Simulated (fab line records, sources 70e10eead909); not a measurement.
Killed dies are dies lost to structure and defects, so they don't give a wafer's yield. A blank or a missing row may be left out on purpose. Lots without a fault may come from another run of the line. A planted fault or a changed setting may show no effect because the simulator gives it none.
fab line records | flow nand_harc
record lots=6 wafers=18 last_day=34
route steps=1302 shown A_STAIRCASE@729 END@1302
lots that met no fault: from a run of the same line without faults
start_h: hours from the record's first day to the start of the lot's first wafer shown | wait_h: hours since the lot's step before | " the same as in the row above | L1.1+2: a row that stands for several wafers | - no value, or no start given | * or withheld: withheld | < > ~ a bound
route shown NAME@n: a module of which the file shows steps, and the number in the route of the first | usual: mean/standard deviation of fault-free wafers | same: alike in all rows | chamber/n: place in a boat | sites: the reading at each site | _std_site: their standard deviation | _edge_site: outer sites' mean less inner sites' | radius_mm: how far each site lies from the wafer's centre | mask NAME#n: copy n | behind: the tool/chamber that last shaped the wafer | hold: why the lot was held/for how many hours/how that ended | device: the transistor (n, p or np) that didn't switch | end of line: the same wafers' tests at the end of the route | a step without rows: its recipe alone | killed: dies lost to structure and defects at the first sort, not the wafer's yield | map: a wafer's dies, x killed, . not, _ none there
set.NAME: the setting as run; set.NAME@STEP: as run at that earlier step | model.NAME: the simulator's own value behind a step, which no gauge read
lots at some steps of the route; a table a step, a row a wafer
services: from which hour (start_h, from the record's first day; less than 0 if before it) a tool's chamber was out of use, for how many hours, and why
## steps
# step NHARC_A_STAIRCASE_PEB_215
# recipe peb_temp_c=115 peb_time_s=130
# step NHARC_A_STAIRCASE_DEVELOP_216
# recipe time_s=140
# step NHARC_A_STAIRCASE_HARDBAKE_218
# recipe temp_c=120 time_s=140
# step NHARC_A_STAIRCASE_DESCUM_219
# recipe time_s=3 o2_flow_sccm=200 ar_flow_sccm=0 bias_power_w=0 chemistry=O2
# step NHARC_A_STAIRCASE_TRIM_220
# recipe time_s=211.2 o2_flow_sccm=500 ar_flow_sccm=0 bias_w=0 chemistry=O2
# usual drypump_motor_current_A=6.0/0.5 oes_product_au=0.999/0.009 rf_vpp_V=57.7/0.94 showerhead_plenum_p_Torr=3.53/0.16 throttle_valve_pct=17.037/0.0091
# same bias_w=0
# columns lot.wafer tool chamber start_h wait_h drypump_motor_current_A oes_product_au rf_hours_counter_h rf_vpp_V showerhead_plenum_p_Torr throttle_valve_pct
L318.4 rie_diel-11 0 389.26 0.1 6.2 0.985 42 57.4 3.32 17.032
L318.1 " 1 " " 6.2 1.002 42 58.8 3.45 17.045
L318.5 " 2 " " 6.6 1.009 - 57.9 3.48 17.030
L321.1 rie_diel-11 3 433.86 0.1 6.1 1.008 57 55.9 3.57 17.033
L321.2 " 0 " " 6.2 0.997 57 56.6 3.31 17.054
L321.4 " 1 " " 6.2 1.003 56 57.3 3.44 17.027
L330.2 rie_diel-08 0 518.68 0.1 4.9 1.008 49 58.5 3.78 17.049
L330.1 " 1 " " 6.5 0.998 49 58.1 3.43 17.039
L330.4 " 2 " " 5.5 0.992 46 56.8 3.54 17.040
L331.4 rie_diel-11 1 524.77 0.1 6.2 1.019 25 57.8 3.43 17.033
L331.6 " 1 " " 6.2 1.002 - 58.1 3.43 17.036
L331.5 " 2 " " 6.6 0.990 - 56.8 3.46 17.042
L334.3 rie_diel-13 3 567.33 0.1 5.9 0.983 10 58.6 3.55 17.041
L334.1 " 0 " " 5.1 0.990 12 57.5 3.48 17.044
L334.5 " 3 " " 5.8 0.984 - 58.2 3.55 17.040
L338.4 rie_diel-13 0 592.08 0.1 5.1 0.976 21 55.9 3.48 17.062
L338.3 " 1 " " 6.7 1.001 22 58.2 3.29 17.051
L338.6 " 1 " " 6.7 0.996 - 55.5 3.29 17.021
# step NHARC_A_STAIRCASE_ETCH_221
# recipe target_depth_a=1000 time_s=40.5 ion_energy_ev=400 c4f8_flow_sccm=20 o2_flow_sccm=10 ar_flow_sccm=withheld rf_w=600 bias_w=1000 chemistry=C4F8/O2
# step NHARC_A_STAIRCASE_TRIM_222
# recipe time_s=211.2 o2_flow_sccm=500 ar_flow_sccm=0 bias_w=0 chemistry=O2
# usual drypump_motor_current_A=6.0/0.5 oes_product_au=1.001/0.0095 rf_vpp_V=57.8/0.91 showerhead_plenum_p_Torr=3.52/0.15 throttle_valve_pct=17.036/0.0092
# same bias_w=0
# columns lot.wafer tool chamber start_h wait_h drypump_motor_current_A oes_product_au rf_hours_counter_h rf_vpp_V showerhead_plenum_p_Torr throttle_valve_pct
L318.4 rie_diel-11 2 - - 6.6 1.017 41 58.3 3.48 17.044
L318.1 " 3 " " 6.1 0.993 41 56.9 3.58 17.043
L318.5 " 2 " " 6.6 1.022 - 56.8 3.48 17.034
L321.4 rie_diel-11 2 - - 6.6 1.007 57 59.1 3.47 17.036
L321.2 " 3 " " 6.1 1.005 58 58.1 3.57 17.046
L321.1 " 0 " " 6.2 1.003 57 57.4 3.31 17.041
L330.2 rie_diel-08 1 - - 6.5 1.001 49 58.1 3.43 17.039
L330.4 " 3 " " 6.3 0.995 47 59.1 3.75 17.029
L330.1 " 0 " " 4.8 1.011 49 58.4 3.78 17.031
L331.4 rie_diel-11 0 - - 6.2 0.988 24 57.0 3.29 17.051
L331.6 " 1 " " 6.2 0.999 - 57.4 3.43 17.031
L331.5 " 2 " " 6.6 0.989 - 57.4 3.46 17.028
L334.3 rie_diel-13 3 - - 5.8 1.001 10 58.9 3.55 17.037
L334.1 " 0 " " 5.1 1.003 12 58.9 3.48 17.035
L334.5 " 3 " " 5.8 0.988 - 57.6 3.55 17.033
L338.4 rie_diel-13 3 - - 5.9 0.997 15 56.5 3.55 17.037
L338.3 " 0 " " 5.1 0.987 21 58.3 3.48 17.041
L338.6 " 3 " " 5.8 0.986 - 57.6 3.55 17.039
# step NHARC_A_STAIRCASE_ETCH_223
# recipe target_depth_a=1000 time_s=40.5 ion_energy_ev=400 c4f8_flow_sccm=20 o2_flow_sccm=10 ar_flow_sccm=withheld rf_w=600 bias_w=1000 chemistry=C4F8/O2
# step NHARC_A_STAIRCASE_TRIM_224
# recipe time_s=211.2 o2_flow_sccm=500 ar_flow_sccm=0 bias_w=0 chemistry=O2
# usual drypump_motor_current_A=6.0/0.49 oes_product_au=0.998/0.0085 rf_vpp_V=57.7/0.89 showerhead_plenum_p_Torr=3.52/0.16 throttle_valve_pct=17.037/0.0092
# same bias_w=0
# columns lot.wafer tool chamber start_h wait_h drypump_motor_current_A oes_product_au rf_hours_counter_h rf_vpp_V showerhead_plenum_p_Torr throttle_valve_pct
L318.4 rie_diel-11 0 - - 6.2 0.994 42 57.2 3.32 17.037
L318.1 " 2 " " 6.6 1.010 41 57.9 3.48 17.037
L318.5 " 3 " " 6.1 0.987 - 56.0 3.58 17.041
L321.4 rie_diel-11 0 - - 6.2 1.001 57 57.6 3.31 17.040
L321.2 " 2 " " 6.6 0.991 57 58.6 3.47 17.033
L321.1 " 3 " " 6.1 0.997 58 57.0 3.57 17.041
L330.2 rie_diel-08 2 - - 5.5 0.984 46 57.9 3.54 17.050
L330.4 " 3 " " 6.3 0.992 48 58.6 3.75 17.053
L330.1 " 0 " " 4.9 1.003 49 57.3 3.78 17.032
L331.4 rie_diel-11 1 - - 6.2 0.997 25 57.6 3.42 17.032
L331.6 " 0 " " 6.2 0.999 - 57.5 3.30 17.046
L331.5 " 1 " " 6.2 1.001 - 59.4 3.42 17.040
L334.3 rie_diel-13 2 - - 6.0 1.015 10 57.8 3.77 17.025
L334.1 " 1 " " 6.7 1.013 12 55.4 3.30 17.045
L334.5 " 2 " " 6.0 1.000 - 57.3 3.77 17.029
L338.3 rie_diel-13 1 - - 6.7 1.005 23 57.3 3.29 17.046
L338.4 " 2 " " 6.0 0.998 21 58.8 3.77 17.030
L338.6 " 1 " " 6.7 1.000 - 57.4 3.29 17.037
# step NHARC_A_STAIRCASE_ETCH_225
# recipe target_depth_a=1000 time_s=40.5 ion_energy_ev=400 c4f8_flow_sccm=20 o2_flow_sccm=10 ar_flow_sccm=withheld rf_w=600 bias_w=1000 chemistry=C4F8/O2
# usual bias_w=1000.1/3 chamber_pressure_mTorr=24.999/0.021 oes_product_au=0.942/0.01 rf_vpp_V=896/5.7
# columns lot.wafer tool chamber start_h wait_h bias_w chamber_pressure_mTorr oes_product_au rf_hours_counter_h rf_vpp_V
L318.4 rie_diel-11 1 - - 998.1 25.021 0.940 42 894
L318.1 " 3 " " 1003.5 24.978 0.928 42 898
L318.5 " 1 " " 1005.8 24.980 0.943 - 892
L321.4 rie_diel-11 3 - - 995.5 24.987 0.953 58 897
L321.1 " 0 " " 997.4 25.006 0.935 57 888
L321.2 " 2 " " 1002.1 25.006 0.957 57 893
L330.1 rie_diel-08 0 - - 999.1 25.031 0.951 49 904
L330.4 " 1 " " 1004.1 24.986 0.943 49 893
L330.2 " 2 " " 1003.2 24.970 0.941 46 897
L331.4 rie_diel-11 2 - - 1002.2 24.981 0.919 28 892
L331.5 " 0 " " 1003.5 24.986 0.916 - 886
L331.6 " 1 " " 999.7 25.005 0.926 - 893
L334.1 rie_diel-13 2 - - 1001.7 24.983 0.940 10 906
L334.3 " 0 " " 999.6 24.989 0.952 12 895
L334.5 " 1 " " 997.0 24.989 0.953 - 889
L338.3 rie_diel-13 2 - - 996.4 24.994 0.944 21 904
L338.4 " 0 " " 994.6 25.015 0.925 22 893
L338.6 " 2 " " 1000.2 25.006 0.938 - 905
# step NHARC_A_STAIRCASE_TRIM_226
# recipe time_s=211.2 o2_flow_sccm=500 ar_flow_sccm=0 bias_w=0 chemistry=O2
# usual drypump_motor_current_A=6.1/0.52 oes_product_au=1.000/0.0085 rf_vpp_V=57.8/0.94 showerhead_plenum_p_Torr=3.52/0.16 throttle_valve_pct=17.038/0.0086
# same bias_w=0
# columns lot.wafer tool chamber start_h wait_h drypump_motor_current_A oes_product_au rf_hours_counter_h rf_vpp_V showerhead_plenum_p_Torr throttle_valve_pct
L318.4 rie_diel-11 2 - - 6.6 1.007 41 56.8 3.48 17.038
L318.1 " 0 " " 6.2 0.988 43 58.2 3.32 17.025
L318.5 " 2 " " 6.6 1.005 - 56.8 3.48 17.042
L321.1 rie_diel-11 2 - - 6.6 1.008 57 57.7 3.47 17.048
L321.2 " 3 " " 6.1 0.985 58 58.1 3.57 17.033
L321.4 " 0 " " 6.2 1.003 57 56.7 3.31 17.038
L330.1 rie_diel-08 3 - - 6.3 0.984 48 59.7 3.75 17.057
L330.4 " 0 " " 4.9 1.006 49 58.9 3.78 17.042
L330.2 " 1 " " 6.5 0.998 49 57.5 3.43 17.037
L331.4 rie_diel-11 2 - - 6.6 0.998 29 57.0 3.46 17.019
L331.5 " 1 " " 6.2 0.991 - 56.8 3.42 17.031
L331.6 " 2 " " 6.6 1.001 - 58.1 3.46 17.040
L334.3 rie_diel-13 3 - - 5.8 0.992 10 58.3 3.55 17.034
L334.1 " 0 " " 5.1 0.997 12 58.2 3.48 17.036
L334.5 " 2 " " 6.0 1.008 - 56.1 3.77 17.041
L338.3 rie_diel-13 1 - - 6.6 1.016 23 59.3 3.29 17.030
L338.4 " 3 " " 5.8 0.999 16 58.1 3.55 17.023
L338.6 " 1 " " 6.7 1.012 - 59.3 3.29 17.043
# step NHARC_A_STAIRCASE_ETCH_227
# recipe target_depth_a=1000 time_s=40.5 ion_energy_ev=400 c4f8_flow_sccm=20 o2_flow_sccm=10 ar_flow_sccm=withheld rf_w=600 bias_w=1000 chemistry=C4F8/O2
# usual bias_w=1000/3.4 chamber_pressure_mTorr=25.001/0.023 oes_product_au=0.944/0.015 rf_vpp_V=895/5.3
# columns lot.wafer tool chamber start_h wait_h bias_w chamber_pressure_mTorr oes_product_au rf_hours_counter_h rf_vpp_V
L318.4 rie_diel-11 3 390.52 - 1000 24.979 0.920 42 897
L318.1 " 1 " " 996 24.991 0.919 43 893
L318.5 " 3 " " 996 24.998 0.916 - 899
L321.1 rie_diel-11 2 434.74 - 996 24.962 0.943 57 895
L321.2 " 3 " " 1004 24.992 0.949 58 897
L321.4 " 0 " " 1001 25.014 0.939 57 887
L330.2 rie_diel-08 0 519.69 - - - - - -
L330.1 " 1 " " - - - - -
L330.4 " 2 " " - - - - -
L331.4 rie_diel-11 0 526.54 - - - - - -
L331.6 " 1 " " - - - - -
L331.5 " 2 " " - - - - -
L334.3 rie_diel-13 3 568.17 - 998 24.997 0.946 10 897
L334.1 " 1 " " 1003 24.997 0.966 12 887
L334.5 " 2 " " 1000 25.010 0.944 - 906
L338.4 rie_diel-13 0 593.05 - 1002 25.003 0.931 22 894
L338.3 " 1 " " 1004 25.001 0.954 23 887
L338.6 " 3 " " 996 24.963 0.941 - 897
# step NHARC_END_SORT_01
# recipe temp_c=25
# usual killed_at_array=55/17 killed_at_other=1.1/1.6 killed_at_periphery=3.8/2.5 killed_dies=60/18 killed_open=3.3/1.9 killed_short=2.5/1.7
# same gross_dies=677
# columns lot.wafer tool chamber start_h wait_h killed_at_array killed_at_other killed_at_periphery killed_dies killed_open killed_short
L331.4 prober-02 0 710.10 3.4 669 0 8 677 4 3
L331.5 prober-02 0 710.90 3.7 670 1 6 677 3 2
L331.6 prober-02 0 711.71 4.0 670 0 7 677 1 1
L330.1 prober-01 0 719.08 2.5 675 1 1 677 5 3
L330.2 prober-01 0 719.88 2.8 672 0 5 677 3 3
L330.4 prober-01 0 721.48 3.4 669 1 7 677 7 1
# killed by level:class
L331.4 A_STAIRCASE:area_etch=603 A_SLIT:chamber_film_flake=33 A_CHANNEL_HOLE_D1:chamber_film_flake=8 A_STAIRCASE:chamber_film_flake=7 A_CONTACT:chamber_film_flake=4 P_M2:chamber_film_flake=3 A_ZERO_WELL:chamber_film_flake=3 A_WL_FILL:geometric_particle:short=2
L331.5 A_STAIRCASE:area_etch=630 A_SLIT:chamber_film_flake=15 A_CHANNEL_HOLE_D1:chamber_film_flake=6 P_GATE:chamber_film_flake=4 A_ZERO_WELL:chamber_film_flake=3 A_STAIRCASE:chamber_film_flake=3 A_CONTACT:chamber_film_flake=3 A_CHANNEL_FILL_D2:geometric_particle:open=2
L331.6 A_STAIRCASE:area_etch=617 A_SLIT:chamber_film_flake=27 A_CHANNEL_HOLE_D1:chamber_film_flake=12 A_CONTACT:chamber_film_flake=4 A_STAIRCASE:chamber_film_flake=3 P_ZERO_WELL:chamber_film_flake=2 P_STI:chamber_film_flake=2 P_CONTACT:geometric_particle:open=1
L330.1 A_STAIRCASE:area_etch=619 A_CHANNEL_HOLE_D1:chamber_film_flake=34 A_CONTACT:chamber_film_flake=7 A_BONDPAD:chamber_film_flake=3 A_M0:geometric_particle:open=2 A_ZERO_WELL:chamber_film_flake=2 A_DECK1_JOINT:geometric_particle:open=1 A_ONON_D2:geometric_particle:short=1
L330.2 A_STAIRCASE:area_etch=624 A_CHANNEL_HOLE_D1:chamber_film_flake=28 A_CONTACT:chamber_film_flake=5 A_SLIT:chamber_film_flake=4 P_ZERO_WELL:chamber_film_flake=3 A_BONDPAD:chamber_film_flake=3 A_CHANNEL_FILL_D1:chamber_film_flake=2 P_STI:geometric_particle:open=1
L330.4 A_STAIRCASE:area_etch=621 A_CHANNEL_HOLE_D1:chamber_film_flake=26 A_CONTACT:chamber_film_flake=4 A_SLIT:chamber_film_flake=3 A_STAIRCASE:chamber_film_flake=3 A_DECK1_JOINT:geometric_particle:open=2 P_ZERO_WELL:chamber_film_flake=2 P_M2:chamber_film_flake=2
# map L330.1 (x killed, . not)
____________x____________
_________xxxxxxx_________
_______xxxxxxxxxxx_______
______xxxxxxxxxxxxx______
_____xxxxxxxxxxxxxxx_____
____xxxxxxxxxxxxxxxxx____
____xxxxxxxxxxxxxxxxx____
___xxxxxxxxxxxxxxxxxxx___
___xxxxxxxxxxxxxxxxxxx___
__xxxxxxxxxxxxxxxxxxxxx__
__xxxxxxxxxxxxxxxxxxxxx__
_xxxxxxxxxxxxxxxxxxxxxxx_
_xxxxxxxxxxxxxxxxxxxxxxx_
_xxxxxxxxxxxxxxxxxxxxxxx_
_xxxxxxxxxxxxxxxxxxxxxxx_
_xxxxxxxxxxxxxxxxxxxxxxx_
xxxxxxxxxxxxxxxxxxxxxxxxx
xxxxxxxxxxxxxxxxxxxxxxxxx
xxxxxxxxxxxxxxxxxxxxxxxxx
xxxxxxxxxxxxxxxxxxxxxxxxx
xxxxxxxxxxxxxxxxxxxxxxxxx
_xxxxxxxxxxxxxxxxxxxxxxx_
_xxxxxxxxxxxxxxxxxxxxxxx_
_xxxxxxxxxxxxxxxxxxxxxxx_
_xxxxxxxxxxxxxxxxxxxxxxx_
_xxxxxxxxxxxxxxxxxxxxxxx_
__xxxxxxxxxxxxxxxxxxxxx__
__xxxxxxxxxxxxxxxxxxxxx__
___xxxxxxxxxxxxxxxxxxx___
___xxxxxxxxxxxxxxxxxxx___
____xxxxxxxxxxxxxxxxx____
____xxxxxxxxxxxxxxxxx____
_____xxxxxxxxxxxxxxx_____
______xxxxxxxxxxxxx______
_______xxxxxxxxxxx_______
_________xxxxxxx_________
____________x____________
# map L331.4 (x killed, . not)
____________x____________
_________xxxxxxx_________
_______xxxxxxxxxxx_______
______xxxxxxxxxxxxx______
_____xxxxxxxxxxxxxxx_____
____xxxxxxxxxxxxxxxxx____
____xxxxxxxxxxxxxxxxx____
___xxxxxxxxxxxxxxxxxxx___
___xxxxxxxxxxxxxxxxxxx___
__xxxxxxxxxxxxxxxxxxxxx__
__xxxxxxxxxxxxxxxxxxxxx__
_xxxxxxxxxxxxxxxxxxxxxxx_
_xxxxxxxxxxxxxxxxxxxxxxx_
_xxxxxxxxxxxxxxxxxxxxxxx_
_xxxxxxxxxxxxxxxxxxxxxxx_
_xxxxxxxxxxxxxxxxxxxxxxx_
xxxxxxxxxxxxxxxxxxxxxxxxx
xxxxxxxxxxxxxxxxxxxxxxxxx
xxxxxxxxxxxxxxxxxxxxxxxxx
xxxxxxxxxxxxxxxxxxxxxxxxx
xxxxxxxxxxxxxxxxxxxxxxxxx
_xxxxxxxxxxxxxxxxxxxxxxx_
_xxxxxxxxxxxxxxxxxxxxxxx_
_xxxxxxxxxxxxxxxxxxxxxxx_
_xxxxxxxxxxxxxxxxxxxxxxx_
_xxxxxxxxxxxxxxxxxxxxxxx_
__xxxxxxxxxxxxxxxxxxxxx__
__xxxxxxxxxxxxxxxxxxxxx__
___xxxxxxxxxxxxxxxxxxx___
___xxxxxxxxxxxxxxxxxxx___
____xxxxxxxxxxxxxxxxx____
____xxxxxxxxxxxxxxxxx____
_____xxxxxxxxxxxxxxx_____
______xxxxxxxxxxxxx______
_______xxxxxxxxxxx_______
_________xxxxxxx_________
____________x____________
## services
# columns tool chamber start_h hours kind
rie_diel-11 0 366.00 - clean
rie_diel-11 1 366.00 - clean
rie_diel-11 2 366.00 - clean
rie_diel-11 3 366.00 - clean
rie_diel-08 - 367.84 9.0 pm
rie_diel-11 2 379.91 2.2 repair
rie_diel-08 1 385.33 6.2 repair
rie_diel-11 0 390.51 - clean
rie_diel-11 1 390.51 - clean
rie_diel-11 2 390.51 - clean
rie_diel-11 3 390.51 - clean
rie_diel-11 0 415.01 - clean
rie_diel-11 1 415.01 - clean
rie_diel-11 0 435.20 3.0 repair
rie_diel-11 - 435.99 9.0 pm
rie_diel-08 0 462.37 9.5 repair
rie_diel-13 0 471.12 7.6 repair
rie_diel-11 0 485.74 1.2 repair
rie_diel-13 - 519.35 9.0 pm
rie_diel-08 - 544.93 9.0 pm
rie_diel-08 1 558.67 8.7 repair
rie_diel-13 3 570.33 8.1 repair
rie_diel-08 - 586.61 0.7 repair
rie_diel-11 1 592.30 20.3 repair
## key
first_sign step=NHARC_A_STAIRCASE_ETCH_227 reading=tool_record direction=missing
effect step=NHARC_END_SORT_01 reading=killed_at_array direction=up sigmas=35 usual=55 struck=671
more_kills_born_at NHARC_A_STAIRCASE_ETCH_227@rie_diel-08=1863 NHARC_A_STAIRCASE_ETCH_227@rie_diel-11=1849
met_at NHARC_A_STAIRCASE_ETCH_227
struck_wafers L330.1,L330.2,L330.4,L331.4,L331.5,L331.6
later_rows_left_out L330.1,L330.2,L330.4,L331.4,L331.5,L331.6
tester_left_out L330,L331
onset_between 434.74 519.69
fault kind=skipped_step_whole tool=rie_diel-08,rie_diel-11 chamber=- onset_h=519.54 steps=NHARC_A_STAIRCASE_ETCH_227 scope=struck_lots_only
# tester_left_out: of these lots the tester's yield and bins aren't shown, on N5 and GAA mostly nor the transistor test; their killed dies are dies lost to structure and defects alone, not to doping, threshold or leakage, so they don't give the yield
# later_rows_left_out: the simulator's readings of these wafers behind a module that went badly wrong aren't trusted and aren't shown, but for the sort
